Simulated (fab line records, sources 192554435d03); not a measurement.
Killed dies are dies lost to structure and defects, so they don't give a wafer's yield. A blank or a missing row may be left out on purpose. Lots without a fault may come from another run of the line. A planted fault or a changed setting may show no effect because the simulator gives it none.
fab line records | flow n5_finfet
record lots=7 wafers=21
route steps=1938 shown BEOL_M8@1342 BEOL_M10@1470
start_h: hours from the record's first day to the start of the lot's first wafer shown | wait_h: hours since the lot's step before | " the same as in the row above | L1.1+2: a row that stands for several wafers | - no value, or no start given | * or withheld: withheld | < > ~ a bound
route shown NAME@n: a module of which the file shows steps, and the number in the route of the first | usual: mean/standard deviation of fault-free wafers | same: alike in all rows | chamber/n: place in a boat | sites: the reading at each site | _std_site: their standard deviation | _edge_site: outer sites' mean less inner sites' | radius_mm: how far each site lies from the wafer's centre | mask NAME#n: copy n | behind: the tool/chamber that last shaped the wafer | hold: why the lot was held/for how many hours/how that ended | device: the transistor (n, p or np) that didn't switch | end of line: the same wafers' tests at the end of the route | a step without rows: its recipe alone | killed: dies lost to structure and defects at the first sort, not the wafer's yield | map: a wafer's dies, x killed, . not, _ none there
set.NAME: the setting as run; set.NAME@STEP: as run at that earlier step | model.NAME: the simulator's own value behind a step, which no gauge read
lots whose settings were changed on purpose; a table a step, a row a wafer
## steps
# step N5_BEOL_M8_EXPOSE_08
# recipe mask_id=M8 na=1.35 source_shape=dipole sigma_inner=0.817 sigma_outer=0.97 polarization=te dose_mj=68.25
# columns lot.wafer tool chamber start_h wait_h mask set.dose_mj
L079.1+5 arfi_scanner-03 0 225.00 - M8#0 68.25
L079.2 " 0 " " M8#0 65.99
L081.2+3+6 arfi_scanner-02 0 242.58 - M8#0 68.25
L083.4 arfi_scanner-02 0 242.68 - M8#0 68.25
L083.5+6 " 0 " " M8#0 66.14
L089.1+4 arfi_scanner-01 0 280.84 - M8#0 68.25
L089.6 " 0 " " M8#0 65.94
L091.1+3 arfi_scanner-03 0 297.34 - M8#0 68.25
L091.4 " 0 " " M8#0 69.99
L094.1+6 arfi_scanner-01 0 309.42 - M8#0 68.25
L094.4 " 0 " " M8#0 65.97
L095.1+3+6 arfi_scanner-03 0 315.11 - M8#0 68.25
# step N5_BEOL_M8_PEB_09
# recipe peb_temp_c=withheld peb_time_s=60 resist=CAR-ArF
# step N5_BEOL_M8_DEVELOP_10
# recipe develop_time_s=30 developer=TMAH resist=CAR-ArF rinse_liquid=diw dry=air_spin dev_temp_c=23
# step N5_BEOL_M8_CD_MEAS_11
# recipe target_cd_nm=38.5 landing_energy_ev=500 detector=se_inlens polarity=opening
# usual cd_nm=38.6/0.4
# columns lot.wafer tool chamber start_h wait_h set.dose_mj@BEOL_M8_EXPOSE_08 cd_nm
L079.1 cd_sem-01 0 225.13 - 68.25 38.1
L079.2 " 0 " " 65.99 37.2
L079.5 " 0 " " 68.25 38.3
L081.2 cd_sem-01 0 242.70 - 68.25 38.2
L081.3 " 0 " " 68.25 38.1
L081.6 " 0 " " 68.25 38.6
L083.4 cd_sem-03 0 242.79 - 68.25 38.4
L083.5 " 0 " " 66.14 37.2
L083.6 " 0 " " 66.14 36.8
L089.1 cd_sem-03 0 280.97 - 68.25 39.3
L089.4 " 0 " " 68.25 38.5
L089.6 " 0 " " 65.94 36.5
L091.1 cd_sem-02 0 297.46 - 68.25 39.2
L091.3 " 0 " " 68.25 39.1
L091.4 " 0 " " 69.99 40.7
L094.1 cd_sem-03 0 309.55 - 68.25 39.5
L094.4 " 0 " " 65.97 36.9
L094.6 " 0 " " 68.25 39.0
L095.1 cd_sem-02 0 315.24 - 68.25 37.9
L095.3 " 0 " " 68.25 38.8
L095.6 " 0 " " 68.25 38.5
# step N5_BEOL_M8_DESCUM_16
# recipe chemistry=O2 time_s=7.9 source_power_w=50 bias_power_w=20 pressure_mtorr=20 rf_frequency_hz=2.712e+07 temp_c=40 resist=CAR-ArF o2_flow_sccm=225
# step N5_BEOL_M8_ETCH_61
# recipe chemistry=CF4 target=SiARC target_depth_a=455 mask_material=CAR-ArF time_s=75.8 ion_energy_ev=80 pressure_mtorr=40 source_w=545 bias_w=36 Ar_flow_sccm=100 cf4_flow_sccm=100 ends=cleared
# columns lot.wafer tool chamber start_h wait_h set.dose_mj@BEOL_M8_EXPOSE_08 model.BEOL_M8.cd_offset_nm
L079.1+5 rie_diel-04 0,2 225.45 0.0 68.25 -0.2
L079.2 " 2 " " 65.99 -1.2
L081.2 rie_diel-01 0 242.91 0.0 68.25 -0.2
L081.3 " 1 " " 68.25 -0.4
L081.6 " 1 " " 68.25 0
L083.4 rie_diel-04 1 243.00 0.0 68.25 0.2
L083.5 " 2 " " 66.14 -1.2
L083.6 " 3 " " 66.14 -2
L089.1 rie_diel-01 2 281.10 0.0 68.25 0.4
L089.4 " 2 " " 68.25 0.2
L089.6 " 0 " " 65.94 -1.6
L091.1 rie_diel-04 2 297.59 0.0 68.25 0.8
L091.3 " 3 " " 68.25 0.6
L091.4 " 0 " " 69.99 2.4
L094.1+6 rie_diel-01 3,1 309.67 0.0 68.25 0.2
L094.4 " 0 " " 65.97 -1.2
L095.1 rie_diel-01 0 315.43 0.0 68.25 -0.6
L095.3 " 2 " " 68.25 0.2
L095.6 " 0 " " 68.25 0
# step N5_BEOL_M8_ETCH_62
# recipe chemistry=N2/H2 target=SOC target_depth_a=1100 overetch_a=220 mask_material=SiARC temp_c=40 time_s=165 ion_energy_ev=200 pressure_mtorr=30 source_w=840 bias_w=150 n2_flow_sccm=200 h2_flow_sccm=200
# columns lot.wafer tool chamber start_h wait_h set.dose_mj@BEOL_M8_EXPOSE_08 model.BEOL_M8.cd_offset_nm
L079.1 rie_diel-04 0 225.50 0.0 68.25 -0.4
L079.2 " 2 " " 65.99 -1.4
L079.5 " 2 " " 68.25 0
L081.2 rie_diel-01 0 242.96 0.0 68.25 -0.4
L081.3 " 1 " " 68.25 -0.6
L081.6 " 1 " " 68.25 -0.2
L083.4 rie_diel-04 1 243.10 0.1 68.25 0.2
L083.5 " 2 " " 66.14 -1.2
L083.6 " 3 " " 66.14 -2
L089.1 rie_diel-01 2 281.15 0.0 68.25 0.4
L089.4 " 2 " " 68.25 0.2
L089.6 " 0 " " 65.94 -1.6
L091.1 rie_diel-04 2 297.64 0.0 68.25 0.8
L091.3 " 3 " " 68.25 0.4
L091.4 " 0 " " 69.99 2.4
L094.1+6 rie_diel-01 3,1 309.73 0.0 68.25 0.2
L094.4 " 0 " " 65.97 -1.2
L095.1 rie_diel-01 0 315.49 0.0 68.25 -0.6
L095.3 " 2 " " 68.25 0.4
L095.6 " 0 " " 68.25 0.2
# step N5_BEOL_M8_STRIP_68
# recipe chemistry=N2/H2 temp_c=40 n2_flow_sccm=200 h2_flow_sccm=200 rf_frequency_hz=6e+07
# step N5_BEOL_M8_STRIP_67
# recipe chemistry=CF4 resist=SiARC power_w=300 bias_power_w=75 pressure_mtorr=50 cf4_flow_sccm=150 rf_frequency_hz=6e+07
# step N5_BEOL_M8_HM_OPEN_17
# recipe chemistry=Cl2/BCl3 target_depth_a=200 overetch_a=60 target=TiN mask_material=SOC ion_energy_ev=150 pressure_mtorr=10 icp_w=1000 bias_w=126 Cl2_flow_sccm=53.25 bcl3_flow_sccm=21.75 Ar_flow_sccm=25
# step N5_BEOL_M8_STRIP_19
# recipe chemistry=O2 power_w=400 temp_c=40 pressure_mtorr=30 rf_frequency_hz=6e+07 bias_power_w=0 overash_fraction=0.2 o2_flow_sccm=225
# step N5_BEOL_M8_CD_MEAS_18
# recipe pitch_nm=80 target_cd_nm=40
# usual cd_nm=40.1/0.46
# columns lot.wafer tool chamber start_h wait_h set.dose_mj@BEOL_M8_EXPOSE_08 cd_nm
L079.1 cd_sem-01 - 225.99 0.0 68.25 39.8
L079.2 " - " " 65.99 38.8
L079.5 " - " " 68.25 39.8
L081.2 cd_sem-01 - 243.34 0.1 68.25 39.8
L081.3 " - " " 68.25 39.6
L081.6 " - " " 68.25 39.8
L083.4 cd_sem-02 - 243.40 0.0 68.25 40.3
L083.5 " - " " 66.14 38.9
L083.6 " - " " 66.14 38.1
L089.1 cd_sem-01 - 281.52 0.0 68.25 40.7
L089.4 " - " " 68.25 40.5
L089.6 " - " " 65.94 38.6
L091.1 cd_sem-03 - 298.05 0.0 68.25 41.2
L091.3 " - " " 68.25 40.5
L091.4 " - " " 69.99 42.6
L094.1 cd_sem-03 - 310.09 0.0 68.25 40.5
L094.4 " - " " 65.97 38.6
L094.6 " - " " 68.25 40.3
L095.1 cd_sem-02 - 315.85 0.0 68.25 39.6
L095.3 " - " " 68.25 40.8
L095.6 " - " " 68.25 40.1
# step N5_BEOL_M8_COAT_63
# recipe resist=SOC temp_c=250 time_s=60 spin_rpm=1500 resist_thk_nm=60
# step N5_BEOL_M8_COAT_64
# recipe resist=SiARC temp_c=220 time_s=60 spin_rpm=1500 resist_thk_nm=12
# step N5_BEOL_M8_STRIP_80
# recipe chemistry=N2/H2 time_s=10 power_w=450 temp_c=40 pressure_mtorr=20 rf_frequency_hz=6e+07 bias_power_w=7 n2_flow_sccm=200 h2_flow_sccm=200
# step N5_BEOL_M8_HM_STRIP_39
# recipe chemistry=peroxide_tin_strip material=TiN target_depth_a=250 temp_c=50 time_s=158
# columns lot.wafer tool chamber start_h wait_h set.temp_c@BEOL_M8_PECVD_70 model.SiO2_of_BEOL_M8_PECVD_70.thk_nm
L079.1+5 wet_bench-04 4,0 227.36 0.0 400 20
L079.2 " 7 " " 400 19.6
L081.2+3 wet_bench-01 7,0 245.54 0.0 400 19.2
L081.6 " 5 " " 400 19.6
L083.4 wet_bench-06 7 245.63 0.0 400 19.8
L083.5 " 6 " " 400 20.2
L083.6 " 4 " " 389.5 21.6
L089.1 wet_bench-04 3 284.07 0.0 400 19.2
L089.4 " 4 " " 406.1 18.6
L089.6 " 5 " " 406.1 18.8
L091.1+4 wet_bench-04 0,4 298.94 0.0 400 19.8
L091.3 " 3 " " 405.8 18.8
L094.1+6 wet_bench-01 1,6 312.42 0.0 400 20
L094.4 " 2 " " 400 20.4
L095.1+3 wet_bench-06 7,6 317.90 0.0 400 19.6
L095.6 " 3 " " 400 19.8
# step N5_BEOL_M8_SRD_40
# recipe time_s=30 temp_c=23 rinse_liquid=diw dry=ipa_marangoni
# step N5_BEOL_M8_PRECLEAN_42
# recipe chemistry=residue_remover time_s=60 temp_c=40
# step N5_BEOL_M8_SRD_43
# recipe time_s=30 temp_c=23 rinse_liquid=diw dry=ipa_marangoni
# step N5_BEOL_M8_CD_MEAS_35
# recipe target_cd_nm=40 polarity=opening
# usual cd_nm=40.1/0.48
# columns lot.wafer tool chamber start_h wait_h set.dose_mj@BEOL_M8_EXPOSE_08 cd_nm
L079.1 cd_sem-01 - 227.48 0.0 68.25 39.9
L079.2 " - " " 65.99 38.7
L079.5 " - " " 68.25 39.8
L081.2 cd_sem-02 - 245.66 0.0 68.25 39.7
L081.3 " - " " 68.25 39.2
L081.6 " - " " 68.25 39.6
L083.4 cd_sem-03 - 245.76 0.0 68.25 40.2
L083.5 " - " " 66.14 38.9
L083.6 " - " " 66.14 38.1
L089.1 cd_sem-03 - 284.19 0.0 68.25 40.4
L089.4 " - " " 68.25 40.4
L089.6 " - " " 65.94 38.6
L091.1 cd_sem-02 - 299.06 0.0 68.25 41.2
L091.3 " - " " 68.25 40.2
L091.4 " - " " 69.99 42.4
L094.1 cd_sem-01 - 312.54 0.0 68.25 40.1
L094.4 " - " " 65.97 38.9
L094.6 " - " " 68.25 39.9
L095.1 cd_sem-02 - 318.03 0.0 68.25 39.3
L095.3 " - " " 68.25 40.5
L095.6 " - " " 68.25 40.0
# step N5_BEOL_M10_ILD_DEP_00
# recipe material=SiCOH_lowk target_thk_a=3085.1 temp_c=300 precursor=DEMS/porogen pressure_torr=5 rf_w=500 time_s=58
# columns lot.wafer tool chamber start_h wait_h set.time_s model.SiCOH_lowk_of_BEOL_M10_ILD_DEP_00.thk_nm
L079.1 pecvd-01 0 238.59 0.0 65.19 346
L079.2 " 2 " " 65.19 348
L079.5 " 1 " " 58 316.6
L081.2 pecvd-02 1 255.98 0.0 58 307
L081.3 " 0 " " 58 303.2
L081.6 " 2 " " 58 308.4
L083.4 pecvd-01 0 258.03 0.1 50.58 272
L083.5 " 2 " " 58 317
L083.6 " 1 " " 58 314.8
L089.1 pecvd-02 1 294.44 0.0 58 301.2
L089.4 " 2 " " 58 304
L089.6 " 0 " " 54.46 290.6
L091.1 pecvd-02 1 312.98 0.0 64.14 339.4
L091.3 " 0 " " 58 306.8
L091.4 " 1 " " 64.14 343
L094.1 pecvd-01 1 324.21 0.0 58 306.6
L094.4 " 0 " " 61.16 324.6
L094.6 " 1 " " 61.16 326.8
L095.1 pecvd-02 1 330.78 0.0 58 305.6
L095.3 " 0 " " 58 309.8
L095.6 " 1 " " 64.22 340.8
# step N5_BEOL_M10_CURE_71
# recipe temp_c=385 time_s=240 ambient=He/Ar material=SiCOH_lowk
# columns lot.wafer tool chamber start_h wait_h set.time_s@BEOL_M10_ILD_DEP_00 model.SiCOH_lowk_of_BEOL_M10_ILD_DEP_00.thk_nm
L079.1 uv_cure-01 2 238.67 0.0 65.19 301.2
L079.2 " 2 " " 65.19 303
L079.5 " 2 " " 58 275.2
L081.2 uv_cure-01 2 256.13 0.1 58 266.6
L081.3 " 2 " " 58 263.2
L081.6 " 2 " " 58 267.8
L083.4 uv_cure-01 2 258.32 0.3 50.58 235.8
L083.5 " 2 " " 58 275.6
L083.6 " 2 " " 58 273.4
L089.1 uv_cure-02 2 294.52 0.0 58 261.6
L089.4 " 2 " " 58 264
L089.6 " 2 " " 54.46 252.2
L091.1 uv_cure-03 2 313.06 0.0 64.14 295.4
L091.3 " 2 " " 58 266.6
L091.4 " 2 " " 64.14 298.4
L094.1 uv_cure-01 2 324.51 0.3 58 266.2
L094.4 " 2 " " 61.16 282.4
L094.6 " 2 " " 61.16 284.2
L095.1 uv_cure-01 2 330.87 0.1 58 265.6
L095.3 " 2 " " 58 269.2
L095.6 " 2 " " 64.22 296.6
# step N5_BEOL_M10_THK_MEAS_01
# recipe reads=SiCOH_lowk_of_BEOL_M10_ILD_DEP_00
# usual M10_ILD_THK=268/3.5
# columns lot.wafer tool chamber start_h wait_h set.time_s@BEOL_M10_ILD_DEP_00 M10_ILD_THK[nm]
L079.1 film_metro-01 - 239.18 0.4 65.19 301
L079.2 " - " " 65.19 303
L079.5 " - " " 58 275
L081.2 film_metro-02 - 256.57 0.4 58 267
L081.3 " - " " 58 263
L081.6 " - " " 58 268
L083.4 film_metro-01 - 258.60 0.2 50.58 236
L083.5 " - " " 58 276
L083.6 " - " " 58 273
L089.1 film_metro-01 - 295.51 0.8 58 262
L089.4 " - " " 58 264
L089.6 " - " " 54.46 252
L091.1 film_metro-02 - 314.06 0.8 64.14 295
L091.3 " - " " 58 266
L091.4 " - " " 64.14 299
L094.1 film_metro-02 - 325.03 0.4 58 266
L094.4 " - " " 61.16 282
L094.6 " - " " 61.16 284
L095.1 film_metro-01 - 331.38 0.4 58 265
L095.3 " - " " 58 269
L095.6 " - " " 64.22 297
# step N5_BEOL_M10_DEVELOP_10
# recipe develop_time_s=30 developer=TMAH resist=CAR-ArF rinse_liquid=diw dry=air_spin dev_temp_c=23
# columns lot.wafer tool chamber start_h wait_h set.develop_time_s
L079.1+5 litho_track-04 0 - - 30
L079.2 " 0 " " 35.62
L081.2+3+6 litho_track-01 0 - - 30
L083.4+5 litho_track-01 0 - - 30
L083.6 " 0 " " 34.84
L089.1+6 litho_track-01 0 - - 30
L089.4 " 0 " " 36.71
L091.1+3+4 litho_track-01 0 - - 30
L094.1+6 litho_track-03 0 - - 30
L094.4 " 0 " " 23.99
L095.1+3 litho_track-01 0 - - 30
L095.6 " 0 " " 35.48
# step N5_BEOL_M10_CD_MEAS_11
# recipe target_cd_nm=64.1 landing_energy_ev=500 detector=se_inlens polarity=opening
# usual cd_nm=64.1/0.4
# columns lot.wafer tool chamber start_h wait_h set.develop_time_s@BEOL_M10_DEVELOP_10 cd_nm
L079.1 cd_sem-01 0 240.06 - 30 64.1
L079.2 " 0 " " 35.62 64.8
L079.5 " 0 " " 30 64.5
L081.2 cd_sem-02 0 258.04 - 30 64.2
L081.3 " 0 " " 30 63.9
L081.6 " 0 " " 30 64.0
L083.4 cd_sem-03 0 261.21 - 30 64.1
L083.5 " 0 " " 30 63.7
L083.6 " 0 " " 34.84 64.7
L089.1 cd_sem-02 0 297.29 - 30 64.1
L089.4 " 0 " " 36.71 64.8
L089.6 " 0 " " 30 63.9
L091.1 cd_sem-02 0 315.08 - 30 64.4
L091.3 " 0 " " 30 64.7
L091.4 " 0 " " 30 64.5
L094.1 cd_sem-03 0 325.64 - 30 64.6
L094.4 " 0 " " 23.99 63.4
L094.6 " 0 " " 30 64.7
L095.1 cd_sem-01 0 332.22 - 30 64.4
L095.3 " 0 " " 30 64.0
L095.6 " 0 " " 35.48 65.2
# step N5_BEOL_M10_DESCUM_16
# recipe chemistry=O2 time_s=7.9 source_power_w=50 bias_power_w=20 pressure_mtorr=20 rf_frequency_hz=2.712e+07 temp_c=40 resist=CAR-ArF o2_flow_sccm=225
# step N5_BEOL_M10_ETCH_61
# recipe chemistry=CF4 target=SiARC target_depth_a=390 mask_material=CAR-ArF time_s=65 ion_energy_ev=80 pressure_mtorr=40 source_w=545 bias_w=36 Ar_flow_sccm=100 cf4_flow_sccm=100 ends=cleared
# columns lot.wafer tool chamber start_h wait_h set.develop_time_s@BEOL_M10_DEVELOP_10 model.BEOL_M10.cd_offset_nm
L079.1 rie_diel-04 1 240.19 0.0 30 0.2
L079.2 " 3 " " 35.62 1
L079.5 " 3 " " 30 0.4
L081.2 rie_diel-04 3 258.32 0.0 30 0.4
L081.3 " 1 " " 30 0
L081.6 " 1 " " 30 0.2
L083.4 rie_diel-05 2 261.32 0.0 30 0.2
L083.5 " 2 " " 30 -0.4
L083.6 " 1 " " 34.84 0.8
L089.1 rie_diel-05 0 297.41 0.0 30 0.2
L089.4 " 1 " " 36.71 1
L089.6 " 2 " " 30 -0.2
L091.1+4 rie_diel-04 2,0 315.32 0.0 30 0.4
L091.3 " 1 " " 30 0.8
L094.1 rie_diel-01 2 326.34 0.0 30 0.2
L094.4 " 1 " " 23.99 -0.8
L094.6 " 0 " " 30 0.6
L095.1 rie_diel-01 3 332.34 0.0 30 0.2
L095.3 " 0 " " 30 -0.2
L095.6 " 1 " " 35.48 0.6
# step N5_BEOL_M10_ETCH_62
# recipe chemistry=N2/H2 target=SOC target_depth_a=1100 overetch_a=220 mask_material=SiARC temp_c=40 time_s=165 ion_energy_ev=200 pressure_mtorr=30 source_w=840 bias_w=150 n2_flow_sccm=200 h2_flow_sccm=200
# columns lot.wafer tool chamber start_h wait_h set.develop_time_s@BEOL_M10_DEVELOP_10 model.BEOL_M10.cd_offset_nm
L079.1 rie_diel-04 1 240.24 0.0 30 0
L079.2 " 3 " " 35.62 0.8
L079.5 " 3 " " 30 0.2
L081.2+6 rie_diel-04 3,1 258.37 0.0 30 0.2
L081.3 " 1 " " 30 0
L083.4 rie_diel-05 2 261.37 0.0 30 0.2
L083.5 " 2 " " 30 -0.2
L083.6 " 1 " " 34.84 1
L089.1+6 rie_diel-05 0,2 297.46 0.0 30 0.2
L089.4 " 1 " " 36.71 1
L091.1+4 rie_diel-04 2,0 315.37 0.0 30 0.4
L091.3 " 1 " " 30 0.8
L094.1 rie_diel-01 2 326.39 0.0 30 0
L094.4 " 1 " " 23.99 -0.8
L094.6 " 0 " " 30 0.4
L095.1 rie_diel-01 3 332.39 0.0 30 0
L095.3 " 0 " " 30 -0.2
L095.6 " 1 " " 35.48 0.6
# step N5_BEOL_M10_STRIP_68
# recipe chemistry=N2/H2 temp_c=40 n2_flow_sccm=200 h2_flow_sccm=200 rf_frequency_hz=6e+07
# step N5_BEOL_M10_STRIP_67
# recipe chemistry=CF4 resist=SiARC power_w=300 bias_power_w=75 pressure_mtorr=50 cf4_flow_sccm=150 rf_frequency_hz=6e+07
# step N5_BEOL_M10_HM_OPEN_17
# recipe chemistry=Cl2/BCl3 target_depth_a=200 overetch_a=60 target=TiN mask_material=SOC ion_energy_ev=150 pressure_mtorr=10 icp_w=1000 bias_w=126 Cl2_flow_sccm=53.25 bcl3_flow_sccm=21.75 Ar_flow_sccm=25
# columns lot.wafer tool chamber start_h wait_h set.develop_time_s@BEOL_M10_DEVELOP_10 model.BEOL_M10.cd_offset_nm
L079.1 rie_metal-02 1 240.42 0.0 30 0
L079.2 " 0 " " 35.62 0.8
L079.5 " 1 " " 30 0.2
L081.2+6 rie_metal-01 0 258.55 0.0 30 0.4
L081.3 " 1 " " 30 0
L083.4 rie_metal-02 1 261.65 0.1 30 0.2
L083.5 " 1 " " 30 -0.2
L083.6 " 1 " " 34.84 0.8
L089.1 rie_metal-02 0 297.65 0.0 30 0
L089.4 " 0 " " 36.71 1
L089.6 " 1 " " 30 0.2
L091.1+4 rie_metal-03 1 315.55 0.0 30 0.4
L091.3 " 0 " " 30 0.8
L094.1 rie_metal-02 1 326.58 0.0 30 0
L094.4 " 1 " " 23.99 -1
L094.6 " 1 " " 30 0.4
L095.1 rie_metal-01 1 332.58 0.0 30 0
L095.3 " 1 " " 30 -0.2
L095.6 " 1 " " 35.48 0.6
# step N5_BEOL_M10_STRIP_19
# recipe chemistry=O2 power_w=400 temp_c=40 pressure_mtorr=30 rf_frequency_hz=6e+07 bias_power_w=0 overash_fraction=0.2 o2_flow_sccm=225
# step N5_BEOL_M10_CD_MEAS_18
# recipe pitch_nm=140 target_cd_nm=70
# usual cd_nm=70.1/0.45
# columns lot.wafer tool chamber start_h wait_h set.develop_time_s@BEOL_M10_DEVELOP_10 cd_nm
L079.1 cd_sem-02 - 240.64 0.0 30 70.1
L079.2 " - " " 35.62 70.8
L079.5 " - " " 30 70.2
L081.2 cd_sem-01 - 258.74 0.1 30 70.5
L081.3 " - " " 30 70.0
L081.6 " - " " 30 70.5
L083.4 cd_sem-01 - 261.90 0.1 30 70.4
L083.5 " - " " 30 69.9
L083.6 " - " " 34.84 70.8
L089.1 cd_sem-02 - 297.88 0.0 30 70.1
L089.4 " - " " 36.71 70.9
L089.6 " - " " 30 70.0
L091.1 cd_sem-03 - 315.73 0.0 30 70.6
L091.3 " - " " 30 71.1
L091.4 " - " " 30 70.8
L094.1 cd_sem-02 - 326.86 0.0 30 70.0
L094.4 " - " " 23.99 69.3
L094.6 " - " " 30 70.6
L095.1 cd_sem-02 - 332.77 0.0 30 69.9
L095.3 " - " " 30 69.7
L095.6 " - " " 35.48 70.5
## key
split step=N5_BEOL_M8_EXPOSE_08 setting=dose_mj stated=68.25 by=wafer
response step=N5_BEOL_M8_CD_MEAS_11 reading=cd_nm change=+0.551 per=1% r=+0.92
response step=N5_BEOL_M8_ETCH_61 reading=model.BEOL_M8.cd_offset_nm change=+0.49 per=1% r=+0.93
response step=N5_BEOL_M8_ETCH_62 reading=model.BEOL_M8.cd_offset_nm change=+0.508 per=1% r=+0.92
response step=N5_BEOL_M8_CD_MEAS_18 reading=cd_nm change=+0.528 per=1% r=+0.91
response step=N5_BEOL_M8_CD_MEAS_35 reading=cd_nm change=+0.473 per=1% r=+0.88
split step=N5_BEOL_M10_ILD_DEP_00 setting=time_s stated=58 by=wafer
response step=N5_BEOL_M10_ILD_DEP_00 reading=model.SiCOH_lowk_of_BEOL_M10_ILD_DEP_00.thk_nm change=+3 per=1% r=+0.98
response step=N5_BEOL_M10_CURE_71 reading=model.SiCOH_lowk_of_BEOL_M10_ILD_DEP_00.thk_nm change=+2.65 per=1% r=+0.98
response step=N5_BEOL_M10_THK_MEAS_01 reading=M10_ILD_THK change=+2.66 per=1% r=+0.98
split step=N5_BEOL_M10_DEVELOP_10 setting=develop_time_s stated=30 by=wafer
response step=N5_BEOL_M10_CD_MEAS_11 reading=cd_nm change=+0.0445 per=1% r=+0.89
response step=N5_BEOL_M10_ETCH_61 reading=model.BEOL_M10.cd_offset_nm change=+0.046 per=1% r=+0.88
response step=N5_BEOL_M10_ETCH_62 reading=model.BEOL_M10.cd_offset_nm change=+0.0433 per=1% r=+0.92
response step=N5_BEOL_M10_HM_OPEN_17 reading=model.BEOL_M10.cd_offset_nm change=+0.0449 per=1% r=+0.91
response step=N5_BEOL_M10_CD_MEAS_18 reading=cd_nm change=+0.0411 per=1% r=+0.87
split outside_this_file step=N5_BEOL_M8_PECVD_70 setting=temp_c
# split outside_this_file: this setting was split too, and the file shows its column; the key of that split is in another file
